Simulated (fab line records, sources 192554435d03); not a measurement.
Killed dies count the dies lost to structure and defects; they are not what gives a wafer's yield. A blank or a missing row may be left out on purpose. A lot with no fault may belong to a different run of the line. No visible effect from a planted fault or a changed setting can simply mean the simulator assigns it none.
Matching of chambers || flow n5Finfet || N5_BEOL_M5_ETCH_62 on rieDiel-04 has 4 sister chambers
The step etches SOC in N2/H2, target depth 75 nm, overetch 15 nm, time 112.5 s. 4 wafers are shown with their chamber, then 7 later ones without.

WAFERS, EACH WITH ITS CHAMBER
{"wafer": "L079.3", "chamber": 3, "showerheadPlenumPTorr (Torr)": 2.51}
{"wafer": "L079.6", "chamber": 0, "showerheadPlenumPTorr (Torr)": 2.52}
{"wafer": "L087.1", "chamber": 1, "showerheadPlenumPTorr (Torr)": 2.64}
{"wafer": "L087.3", "chamber": 2, "showerheadPlenumPTorr (Torr)": 2.49}

WAFERS WHOSE CHAMBER IS MISSING
{"wafer": "L087.6", "showerheadPlenumPTorr (Torr)": 2.50}
{"wafer": "L091.2", "showerheadPlenumPTorr (Torr)": 2.64}
{"wafer": "L091.5", "showerheadPlenumPTorr (Torr)": 2.50}
{"wafer": "L091.6", "showerheadPlenumPTorr (Torr)": 2.48}
{"wafer": "L092.1", "showerheadPlenumPTorr (Torr)": 2.64}
{"wafer": "L092.2", "showerheadPlenumPTorr (Torr)": 2.48}
{"wafer": "L092.4", "showerheadPlenumPTorr (Torr)": 2.50}

EACH ONE'S CHAMBER
{"wafer": "L087.6", "from the rows above": "can't be placed: 2 or 3 or 0", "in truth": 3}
{"wafer": "L091.2", "from the rows above": 1, "in truth": 1}
{"wafer": "L091.5", "from the rows above": "can't be placed: 2 or 3 or 0", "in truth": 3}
{"wafer": "L091.6", "from the rows above": 2, "in truth": 2}
{"wafer": "L092.1", "from the rows above": 1, "in truth": 1}
{"wafer": "L092.2", "from the rows above": 2, "in truth": 2}
{"wafer": "L092.4", "from the rows above": "can't be placed: 2 or 3 or 0", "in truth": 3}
Placed correctly: 4 of 7. Not placeable from these rows: 3 (in 3, the candidates include the true chamber). Placed wrongly: 0.
How it was worked out, from the rows above alone: a wafer's distance from a chamber is the root of the sum, over the readings, of the square of ((its reading less the chamber's mean) divided by the reading's scatter). If the next closest chamber is less than 2 further off than the closest, the wafer can't be placed; otherwise it belongs to the closest. A chamber's mean is the mean of its shown wafers. The scatter: with one shown wafer a chamber, the root of the mean of the squares of how far each hidden wafer lies from its nearest shown one.
